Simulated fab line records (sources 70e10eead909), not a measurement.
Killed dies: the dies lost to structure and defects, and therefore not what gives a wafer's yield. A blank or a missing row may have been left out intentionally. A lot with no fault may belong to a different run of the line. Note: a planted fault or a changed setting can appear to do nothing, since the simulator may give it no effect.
Problem report in the 8D (eight disciplines) form, filled by code :: flow nand-harc :: the parts of the form that need people (team, actions taken, sign-off) are left out

## 1. PROBLEM STATEMENT
Mean of run-length-s at NHARC_A_CONTACT_ETCH_49: 434.2 s across 3 wafers in 3 lots; on wafers with no fault it is 496.7 s (standard deviation 0.44). That is -99 or more standard deviations from the usual mean.
The step: etches the open film in N2/H2, target depth 260 nm, time 475.3 s.
The first sign was on wafer L118.1 at day 18 20:37, on rie-diel-13. The record has a number at this step for 40 wafers belonging to 14 lots. Rule for "out", or "out of limits": more than 4 standard deviations from the usual mean. Any other wafer with a number is counted as sound.

## 2. WHAT IT IS; WHAT IT IS NOT
question: which readings at this step
is: run-length-s
is not: drypump-motor-current-A, oes-product-au, rf-vpp-V, showerhead-plenum-p-Torr

question: which lots
is: L118, L119, L120
is not: L112, L113, L114, L116, L126, L127, L128, L130, L131, L134, L135

question: which wafers of those lots
is: L118.1, L119.2, L120.2
is not: L118.4, L119.4, L120.3, L120.6

question: read on which tools
is: rie-diel-13
is not: rie-diel-08, rie-diel-11

question: when
is: from day 18 20:37
is not: up to then (13 sound wafers); but 24 sound wafers of L119, L120, L126, L127, L128, L130, L131, L134, L135 came after

## 3. WHAT RULES OUT EACH SUSPECT
Counting: if a tool at a process step up to the reading ran every lot that is out, it stays a suspect. Sound lots after the first of them don't rule it out here, since some wafers of a struck lot are sound.
- rie-diel-13 at NHARC_A_CONTACT_ETCH_49 (etches the open film in N2/H2, target depth 260 nm, time 475.3 s): kept. Every lot that is out went through it, the first being L118 (day 18 20:37); the last sound lot it ran before that was L113 (day 17 09:04). Its own run-length-s readings are out on those wafers.
After counting, what remains is rie-diel-13 at NHARC_A_CONTACT_ETCH_49.

## 4. THE CAUSE (what the simulator had put in)
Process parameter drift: rie-diel-13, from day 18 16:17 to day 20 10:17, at NHARC_A_CONTACT_ETCH_49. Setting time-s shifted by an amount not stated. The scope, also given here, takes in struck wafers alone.
The count eliminated every tool but this one.

## 5. SEQUENCE OF EFFECTS, ordered by route
Each row: a reading where the mean over the struck wafers with a number is more than 3 standard deviations away from the usual. Only readings for which the record gives a usual standard deviation are gone through. hours: the time from each lot's start at the first step in this table that gives one to its start at this step, as a median over the lots. sigmas: the change in usual standard deviations.
hours: 0
step: NHARC_A_CONTACT_ETCH_49
reading: run-length-s
usual: 496.7 s
on struck wafers: 434.2
change: -62.5
sigmas: -99 or more
Process steps it contains:
- NHARC_A_CONTACT_ETCH_49: etches the open film in N2/H2, target depth 260 nm, time 475.3 s.

## 6. HOW IT WOULD HAVE BEEN CAUGHT EARLIER
The fault began at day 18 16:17; the first out-of-limits reading in this record came at day 18 20:37, 4 hours later.
